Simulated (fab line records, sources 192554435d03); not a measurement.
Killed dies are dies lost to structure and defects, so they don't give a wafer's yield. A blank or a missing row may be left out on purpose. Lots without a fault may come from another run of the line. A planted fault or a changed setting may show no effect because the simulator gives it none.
Which tool did it? | flow n5_finfet | 9 lots, 26 wafers sampled, at 6 steps of a route of 1938

WHAT THE GAUGES READ, wafer by wafer
N5_BEOL_M4_RC_MEAS_101.
lot  | measured     | on        | DIBL_N (mV/V)  | DIBL_P (mV/V)  | IOFF_N (nA/um) | IOFF_P (nA/um) | ION_N (uA/um) | ION_P (uA/um) | SS_N (mV/dec)  | SS_P (mV/dec)  | VT_N (mV)   | VT_P (mV)
L232 | day 8 02:03  | prober-01 | 38.1 35.5 38.4 | 37.9 34.4 37.7 | 0.19 0.13 0.19 | 0.25 0.20 0.25 | 676 668 679   | 471 460 465   | 71.6 71.4 72.1 | 73.4 72.3 73.3 | 248 254 250 | -247 -250 -248
L235 | day 8 19:58  | prober-02 | 38.1 35.6 35.8 | 37.6 34.7 34.2 | 0.21 0.15 0.16 | 0.31 0.24 0.24 | 687 673 680   | 479 473 473   | 72.3 71.4 70.9 | 74.1 73.8 73.1 | 246 248 247 | -240 -245 -246
L237 | day 9 00:59  | prober-01 | 40.9 38.7 39.4 | 38.9 35.7 37.6 | 0.24 0.19 0.19 | 0.29 0.22 0.25 | 696 677 678   | 474 460 463   | 72.2 71.5 71.9 | 73.9 72.8 73.9 | 242 246 248 | -246 -248 -248
L248 | day 11 21:11 | prober-01 | 40.2 37.6 39.0 | 42.0 39.5 39.6 | 0.26 0.20 0.22 | 0.30 0.26 0.25 | 697 687 681   | 471 465 455   | 73.5 72.0 72.6 | 74.6 74.1 74.0 | 244 246 246 | -245 -248 -247
L250 | day 12 16:45 | prober-01 | 38.3 40.2 40.9 | 37.5 38.8 40.6 | 0.19 0.24 0.25 | 0.26 0.30 0.33 | 698 688 693   | 484 465 476   | 71.2 72.5 72.6 | 74.0 74.3 73.9 | 245 244 244 | -244 -245 -244
L252 | day 13 04:58 | prober-01 | 37.6 37.4 41.7 | 40.2 39.5 43.6 | 0.21 0.19 0.32 | 0.29 0.26 0.37 | 688 681 699   | 473 464 477   | 72.1 71.8 73.5 | 74.6 74.0 75.8 | 246 247 240 | -246 -246 -244
L254 | day 13 06:49 | prober-01 | 36.3 32.8      | 37.3 33.6      | 0.19 0.13      | 0.26 0.20      | 689 652       | 471 457       | 72.2 71.2      | 73.4 71.7      | 246 253     | -245 -250
L253 | day 13 07:31 | prober-02 | 35.7 40.3 36.5 | 36.0 39.2 36.0 | 0.16 0.23 0.16 | 0.20 0.24 0.20 | 685 684 685   | 469 461 468   | 70.9 72.7 71.6 | 73.0 74.4 73.3 | 248 245 249 | -250 -252 -253
L255 | day 13 09:58 | prober-02 | 36.4 36.8 37.0 | 36.7 36.7 37.2 | 0.17 0.17 0.18 | 0.21 0.22 0.23 | 672 671 675   | 459 454 460   | 71.2 72.2 71.9 | 73.0 73.5 73.8 | 248 248 247 | -252 -250 -250

N5_BEOL_M15_THK_MEAS_50: measures by xrf.
lot  | measured     | on            | M15_THK (nm)
L232 | day 12 03:58 | film_metro-01 | 850 847 842
L235 | day 12 04:55 | film_metro-01 | 846 835 835
L237 | day 12 17:27 | film_metro-01 | 870 854 865
L248 | day 15 17:17 | film_metro-01 | 455 447 853
L250 | day 16 08:38 | film_metro-01 | 818 846 836
L252 | day 16 19:12 | film_metro-02 | 837 862 848
L254 | day 16 20:45 | film_metro-02 | 836 852
L253 | day 16 17:50 | film_metro-02 | 842 859 860
L255 | day 17 02:03 | film_metro-01 | 861 844 842

N5_BEOL_M15_RS_MEAS_54: measures by four-point-probe.
lot  | measured     | on            | M15_RS (ohm/sq)
L232 | day 12 04:07 | film_metro-01 | 0.0215 0.0215 0.0216
L235 | day 12 05:02 | film_metro-01 | 0.0216 0.0220 0.0220
L237 | day 12 17:35 | film_metro-01 | 0.0212 0.0215 0.0212
L248 | day 15 17:25 | film_metro-02 | 0.0408 0.0414 0.0213
L250 | day 16 08:46 | film_metro-02 | 0.0225 0.0217 0.0221
L252 | day 16 19:20 | film_metro-01 | 0.0221 0.0214 0.0217
L254 | day 16 20:52 | film_metro-02 | 0.0219 0.0217
L253 | day 16 17:58 | film_metro-02 | 0.0219 0.0214 0.0215
L255 | day 17 02:11 | film_metro-02 | 0.0212 0.0216 0.0217

WHICH TOOL RAN EACH LOT (tool, then ch and the chambers of the sampled wafers, then the start)
lot  | N5_BEOL_M15_ETCH_61                | N5_BEOL_M15_TRENCH_ETCH_34         | N5_BEOL_M15_STRIP_37
L232 | rie_diel-04 ch 2,3, day 11 22:24   | rie_diel-04 ch 2,3, day 11 22:27   | rie_diel-02 ch 0,1, day 12 03:58 or earlier
L235 | rie_diel-04 ch 0,3, day 12 00:56   | rie_diel-04 ch 0,3, day 12 00:59   | rie_diel-04 ch 0,1,3, day 12 04:55 or earlier
L237 | rie_diel-02 ch 0,1,3, day 12 13:25 | rie_diel-02 ch 0,1,3, day 12 13:28 | rie_diel-04 ch 0,2,3, day 12 17:27 or earlier
L248 | rie_diel-04 ch 0,1,2, day 15 13:41 | rie_diel-04 ch 0,1,2, day 15 13:45 | rie_diel-06 ch 0,1,3, day 15 17:17 or earlier
L250 | rie_diel-06 ch 0,1,3, day 16 06:28 | rie_diel-06 ch 0,1,3, day 16 06:31 | rie_diel-02 ch 0,3, day 16 08:38 or earlier
L252 | rie_diel-02 ch 0,2,3, day 16 17:04 | rie_diel-02 ch 0,2,3, day 16 17:07 | rie_diel-02 ch 0,3, day 16 19:12 or earlier
L254 | rie_diel-06 ch 1,3, day 16 17:37   | rie_diel-06 ch 1,3, day 16 17:40   | rie_diel-06 ch 1,2, day 16 20:45 or earlier
L253 | rie_diel-06 ch 1,2, day 16 15:37   | rie_diel-06 ch 1,2, day 16 15:40   | rie_diel-04 ch 0,2,3, day 16 17:50 or earlier
L255 | rie_diel-02 ch 0,1,2, day 17 00:10 | rie_diel-02 ch 0,1,2, day 17 00:13 | rie_diel-04 ch 1,2,3, day 17 02:03 or earlier
- N5_BEOL_M15_ETCH_61: etches BARC in N2/H2, target depth 89 nm, overetch 26.7 nm, time 67.9 s.
- N5_BEOL_M15_TRENCH_ETCH_34: etches SiO2 in C4F8/O2/Ar, target depth 872.93 nm, time 199 s.
- N5_BEOL_M15_STRIP_37: strips in O2.

WHAT THE TOOLS THEMSELVES READ (means of the sampled wafers that have a number; where no wafer has one, the mark that the record gives instead)
N5_BEOL_M15_ETCH_61.
lot  | tool        | drypump_motor_current_A (A) | oes_product_au (a.u.) | rf_vpp_V (V) | showerhead_plenum_p_Torr (Torr) | throttle_valve_pct (%)
L232 | rie_diel-04 | 5.6                         | 0.70                  | 521.8        | 2.48                            | 17.98
L235 | rie_diel-04 | 5.8                         | 0.74                  | 522.8        | 2.51                            | 17.67
L237 | rie_diel-02 | 5.6                         | 0.68                  | 527.5        | 2.67                            | 17.75
L248 | rie_diel-04 | 5.5                         | 0.73                  | 522.2        | 2.46                            | 17.70
L250 | rie_diel-06 | 5.8                         | 0.63                  | 523.0        | 2.49                            | 17.86
L252 | rie_diel-02 | 5.8                         | 0.63                  | 524.8        | 2.57                            | 17.95
L254 | rie_diel-06 | 5.9                         | 0.65                  | 523.7        | 2.54                            | 17.80
L253 | rie_diel-06 | 6.2                         | 0.67                  | 523.4        | 2.52                            | 17.67
L255 | rie_diel-02 | 5.7                         | 0.64                  | 524.2        | 2.58                            | 18.12

N5_BEOL_M15_TRENCH_ETCH_34.
lot  | tool        | drypump_motor_current_A (A) | oes_product_au (a.u.) | rf_vpp_V (V) | showerhead_plenum_p_Torr (Torr) | throttle_valve_pct (%)
L232 | rie_diel-04 | 5.5                         | 0.81                  | 2193         | 3.37                            | 31.0
L235 | rie_diel-04 | 5.7                         | 0.86                  | 2214         | 3.39                            | 30.6
L237 | rie_diel-02 | 5.5                         | 0.80                  | 2211         | 3.61                            | 30.9
L248 | rie_diel-04 | 5.6                         | 0.69                  | 2223         | 3.34                            | 30.5
L250 | rie_diel-06 | 5.8                         | 0.73                  | 2215         | 3.36                            | 30.7
L252 | rie_diel-02 | 5.8                         | 0.74                  | 2210         | 3.49                            | 31.1
L254 | rie_diel-06 | 5.9                         | 0.74                  | 2220         | 3.42                            | 30.6
L253 | rie_diel-06 | 6.1                         | 0.79                  | 2204         | 3.41                            | 30.7
L255 | rie_diel-02 | 5.7                         | 0.75                  | 2199         | 3.48                            | 31.2

N5_BEOL_M15_STRIP_37.
lot  | tool        | drypump_motor_current_A (A) | oes_product_au (a.u.) | rf_vpp_V (V) | showerhead_plenum_p_Torr (Torr) | throttle_valve_pct (%)
L232 | rie_diel-02 | 5.3                         | 0.77                  | 3.1          | 2.21                            | 16.88
L235 | rie_diel-04 | 5.7                         | 0.81                  | 3.8          | 2.08                            | 16.62
L237 | rie_diel-04 | 5.7                         | 0.83                  | 3.2          | 2.07                            | 16.66
L248 | rie_diel-06 | 5.8                         | 0.72                  | 3.5          | 2.06                            | 16.71
L250 | rie_diel-02 | 5.4                         | 0.73                  | 3.0          | 2.20                            | 16.84
L252 | rie_diel-02 | 5.3                         | 0.73                  | 4.2          | 2.19                            | 16.86
L254 | rie_diel-06 | 6.0                         | 0.77                  | 3.4          | 2.12                            | 16.55
L253 | rie_diel-04 | 5.7                         | 0.80                  | 4.0          | 2.06                            | 16.71
L255 | rie_diel-04 | 5.6                         | 0.82                  | 3.4          | 2.05                            | 16.65

THE ANSWER, worked out from the rows above alone
Rule: what is usual is taken from the lots themselves. Put in order of their means at a reading, lots are off if they are a third of the lots or fewer, leave a main group of 4 or more, and stand apart from it by a gap of 3 or more times the standard deviation of the main group's means; of several such gaps the widest counts. A main group whose means are all the same, to the digits that the tables above print for the reading, isn't used. A lot without any number at a reading at which 4 lots or more have one is off too. The other lots that the step has rows for count as sound. The gauges are gone through in route order, then the tools' own readings, and for those a lot's mean is taken as printed above. The first step at which some lot is off is used, and at that step the reading that is off furthest; a lot without a number counts as furthest.
Off: L248, at N5_BEOL_M15_THK_MEAS_50 (M15_THK). The main group: mean 847 nm, standard deviation 8.5.
A tool fits if, at a process step before that reading, it ran every lot that is off, and no sound lot after the first of them. The gauges at N5_BEOL_M15_THK_MEAS_50 aren't tried: what is off there is off at N5_BEOL_M15_RS_MEAS_54 too, on other tools, and a gauge's error can't cause that. N5_BEOL_M15_STRIP_37 gives no start for some lots, so the hours and the order of its lots are those of N5_BEOL_M15_THK_MEAS_50. One fits: rie_diel-04 at N5_BEOL_M15_ETCH_61 and N5_BEOL_M15_TRENCH_ETCH_34. At N5_BEOL_M15_ETCH_61 its last sound lot is L235 (day 12 00:56), its first lot that is off L248 (day 15 13:41): a fault that began between those two fits.

WHAT THE SIMULATOR HAD PUT IN
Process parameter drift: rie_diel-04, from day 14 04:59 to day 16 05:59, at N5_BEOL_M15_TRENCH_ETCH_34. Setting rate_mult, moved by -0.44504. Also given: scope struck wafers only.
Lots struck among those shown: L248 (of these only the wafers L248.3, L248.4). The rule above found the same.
